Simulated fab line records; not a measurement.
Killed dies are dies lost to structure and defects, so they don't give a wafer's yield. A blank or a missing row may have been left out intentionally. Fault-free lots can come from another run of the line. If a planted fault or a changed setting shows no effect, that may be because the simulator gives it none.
Chamber matching :: flow n5 finfet :: 4 sister chambers for N5_BEOL_M11_STRIP_19 on rie diel-04
The step strips in O2. 22 wafers are shown with their chamber, then 11 later ones without.

== EACH WAFER AND ITS CHAMBER ==
wafer: L074.1
chamber: 0
drypump motor current A (A): 5.4
showerhead plenum p Torr (Torr): 2.18
throttle valve pct (%): 16.84

wafer: L074.2
chamber: 2
drypump motor current A (A): 5.9
showerhead plenum p Torr (Torr): 2.14
throttle valve pct (%): 16.62

wafer: L074.3
chamber: 1
drypump motor current A (A): 5.4
showerhead plenum p Torr (Torr): 2.15
throttle valve pct (%): 17.11

wafer: L074.4
chamber: 3
drypump motor current A (A): 6.0
showerhead plenum p Torr (Torr): 2.14
throttle valve pct (%): 16.74

wafer: L074.5
chamber: 2
drypump motor current A (A): 5.9
showerhead plenum p Torr (Torr): 2.14
throttle valve pct (%): 16.63

wafer: L074.6
chamber: 3
drypump motor current A (A): 6.0
showerhead plenum p Torr (Torr): 2.14
throttle valve pct (%): 16.74

wafer: L076.2
chamber: 1
drypump motor current A (A): 5.4
showerhead plenum p Torr (Torr): 2.15
throttle valve pct (%): 17.12

wafer: L076.3
chamber: 3
drypump motor current A (A): 6.0
showerhead plenum p Torr (Torr): 2.14
throttle valve pct (%): 16.73

wafer: L076.5
chamber: 3
drypump motor current A (A): 6.0
showerhead plenum p Torr (Torr): 2.14
throttle valve pct (%): 16.74

wafer: L077.3
chamber: 2
drypump motor current A (A): 5.9
showerhead plenum p Torr (Torr): 2.14
throttle valve pct (%): 16.63

wafer: L077.5
chamber: 1
drypump motor current A (A): 5.5
showerhead plenum p Torr (Torr): 2.14
throttle valve pct (%): 17.13

wafer: L077.6
chamber: 2
drypump motor current A (A): 5.9
showerhead plenum p Torr (Torr): 2.14
throttle valve pct (%): 16.64

wafer: L081.1
chamber: 2
drypump motor current A (A): 5.9
showerhead plenum p Torr (Torr): 2.14
throttle valve pct (%): 16.64

wafer: L081.3
chamber: 0
drypump motor current A (A): 5.4
showerhead plenum p Torr (Torr): 2.17
throttle valve pct (%): 16.85

wafer: L081.6
chamber: 2
drypump motor current A (A): 5.9
showerhead plenum p Torr (Torr): 2.14
throttle valve pct (%): 16.63

wafer: L082.2
chamber: 2
drypump motor current A (A): 5.9
showerhead plenum p Torr (Torr): 2.13
throttle valve pct (%): 16.64

wafer: L082.3
chamber: 0
drypump motor current A (A): 5.3
showerhead plenum p Torr (Torr): 2.17
throttle valve pct (%): 16.87

wafer: L082.5
chamber: 0
drypump motor current A (A): 5.3
showerhead plenum p Torr (Torr): 2.17
throttle valve pct (%): 16.88

wafer: L084.1
chamber: 2
drypump motor current A (A): 5.9
showerhead plenum p Torr (Torr): 2.13
throttle valve pct (%): 16.64

wafer: L084.2
chamber: 0
drypump motor current A (A): 5.3
showerhead plenum p Torr (Torr): 2.17
throttle valve pct (%): 16.89

wafer: L084.4
chamber: 3
drypump motor current A (A): 6.0
showerhead plenum p Torr (Torr): 2.13
throttle valve pct (%): 16.22

wafer: L087.1
chamber: 1
drypump motor current A (A): 5.5
showerhead plenum p Torr (Torr): 2.14
throttle valve pct (%): 16.73

SIGNATURES (averages over the wafers above)
reading: drypump motor current A
chamber 0: 5.340
chamber 1: 5.450
chamber 2: 5.900
chamber 3: 6.000
scatter within a chamber: 0.035

reading: showerhead plenum p Torr
chamber 0: 2.1720
chamber 1: 2.1450
chamber 2: 2.1375
chamber 3: 2.1380
scatter within a chamber: 0.00477

reading: throttle valve pct
chamber 0: 16.8660
chamber 1: 17.0225
chamber 2: 16.6337
chamber 3: 16.6340
scatter within a chamber: 0.136
Rule: for each reading, subtract the chamber's mean from the wafer's reading, divide by that reading's scatter and square the result; add these up over the readings and take the root, which gives the wafer's distance from the chamber. If the next closest chamber is less than 2 further off than the closest, the wafer can't be placed; otherwise it belongs to the closest. The scatter: take each reading less its chamber's mean, square it, sum over the shown wafers, divide by the number of wafers less the number of chambers, and take the root.

== WAFERS MISSING THEIR CHAMBER ==
wafer: L087.4
drypump motor current A (A): 5.3
showerhead plenum p Torr (Torr): 2.17
throttle valve pct (%): 16.92

wafer: L087.5
drypump motor current A (A): 6.0
showerhead plenum p Torr (Torr): 2.13
throttle valve pct (%): 16.26

wafer: L093.1
drypump motor current A (A): 5.4
showerhead plenum p Torr (Torr): 2.14
throttle valve pct (%): 16.77

wafer: L093.4
drypump motor current A (A): 5.8
showerhead plenum p Torr (Torr): 2.13
throttle valve pct (%): 16.68

wafer: L093.5
drypump motor current A (A): 5.8
showerhead plenum p Torr (Torr): 2.13
throttle valve pct (%): 16.69

wafer: L096.2
drypump motor current A (A): 5.9
showerhead plenum p Torr (Torr): 2.13
throttle valve pct (%): 16.69

wafer: L096.3
drypump motor current A (A): 5.4
showerhead plenum p Torr (Torr): 2.14
throttle valve pct (%): 16.76

wafer: L096.5
drypump motor current A (A): 5.3
showerhead plenum p Torr (Torr): 2.16
throttle valve pct (%): 16.92

wafer: L097.1
drypump motor current A (A): 5.4
showerhead plenum p Torr (Torr): 2.13
throttle valve pct (%): 16.78

wafer: L097.3
drypump motor current A (A): 6.0
showerhead plenum p Torr (Torr): 2.12
throttle valve pct (%): 16.28

wafer: L097.5
drypump motor current A (A): 5.5
showerhead plenum p Torr (Torr): 2.13
throttle valve pct (%): 16.76

== WHICH CHAMBER EACH ONE RAN IN ==
wafer: L087.4
from the rows above: 0
in truth: 0

wafer: L087.5
from the rows above: can't be placed: 3 or 2
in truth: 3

wafer: L093.1
from the rows above: 1
in truth: 1

wafer: L093.4
from the rows above: 2
in truth: 2

wafer: L093.5
from the rows above: 2
in truth: 2

wafer: L096.2
from the rows above: can't be placed: 2 or 3
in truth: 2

wafer: L096.3
from the rows above: 1
in truth: 1

wafer: L096.5
from the rows above: 0
in truth: 0

wafer: L097.1
from the rows above: 1
in truth: 1

wafer: L097.3
from the rows above: can't be placed: 3 or 2
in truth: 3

wafer: L097.5
from the rows above: 1
in truth: 1
Correctly placed: 8 of 11. Not placeable from these rows: 3 (in 3, the candidates include the true chamber). Placed wrongly: 0.
